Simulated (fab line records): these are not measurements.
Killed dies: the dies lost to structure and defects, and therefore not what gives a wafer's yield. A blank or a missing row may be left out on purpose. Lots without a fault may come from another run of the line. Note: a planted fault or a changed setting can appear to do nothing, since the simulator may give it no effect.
Chamber matching	flow nand harc	NHARC_A_CHANNEL_FILL_D1_STRIP_28 on rie diel-01 has 4 sister chambers
The step strips in O2, time 20 s. 14 wafers are shown with their chamber, then 7 later ones without.

== EACH WAFER AND ITS CHAMBER ==
wafer	chamber	drypump motor current A (A)	oes product au (a.u.)	rf vpp V (V)
L969.1	3	5.8	0.998	56.2
L969.2	2	5.9	0.985	58.5
L969.4	0	5.3	1.008	57.6
L972.3	0	5.3	1.019	56.9
L972.4	2	5.9	1.007	58.8
L972.5	3	5.8	1.005	58.9
L975.1	3	5.8	1.007	59.3
L975.5	1	6.1	1.000	59.4
L975.6	0	5.3	1.017	56.2
L976.1	3	5.7	1.008	56.6
L976.2	1	6.1	0.996	57.5
L976.4	2	5.9	0.986	58.7
L980.4	2	5.9	0.992	57.9
L980.5	3	5.8	1.013	56.7

SIGNATURES (means of the wafers above)
reading	chamber 0	chamber 1	chamber 2	chamber 3	scatter within a chamber
drypump motor current A	5.300	6.100	5.900	5.780	0.0283
oes product au	1.01467	0.99800	0.99250	1.00620	0.0071
rf vpp V	56.900	58.450	58.475	57.540	1.08
Rule: for each reading, subtract the chamber's mean from the wafer's reading, divide by that reading's scatter and square the result; add these up over the readings and take the root, which gives the wafer's distance from the chamber. The wafer belongs to the nearest chamber; if the next one is less than 2 further off, it can't be placed. The scatter: the root of (the sum of the squares of (reading less its chamber's mean) over the shown wafers, divided by (wafers less chambers)).

== WAFERS WITHOUT THEIR CHAMBER ==
wafer	drypump motor current A (A)	oes product au (a.u.)	rf vpp V (V)
L980.6	5.9	0.985	58.4
L982.1	5.3	1.017	56.6
L982.2	5.9	0.996	59.2
L982.3	5.7	0.998	57.2
L983.3	5.9	0.991	57.7
L983.4	5.3	1.006	59.4
L983.6	5.9	1.003	59.2

== WHICH CHAMBER EACH ONE RAN IN ==
wafer	from the rows above	in truth
L980.6	2	2
L982.1	0	0
L982.2	2	2
L982.3	3	3
L983.3	2	2
L983.4	0	0
L983.6	2	2
7 of 7 placed correctly. Not placeable from these rows: 0. 0 placed wrongly.
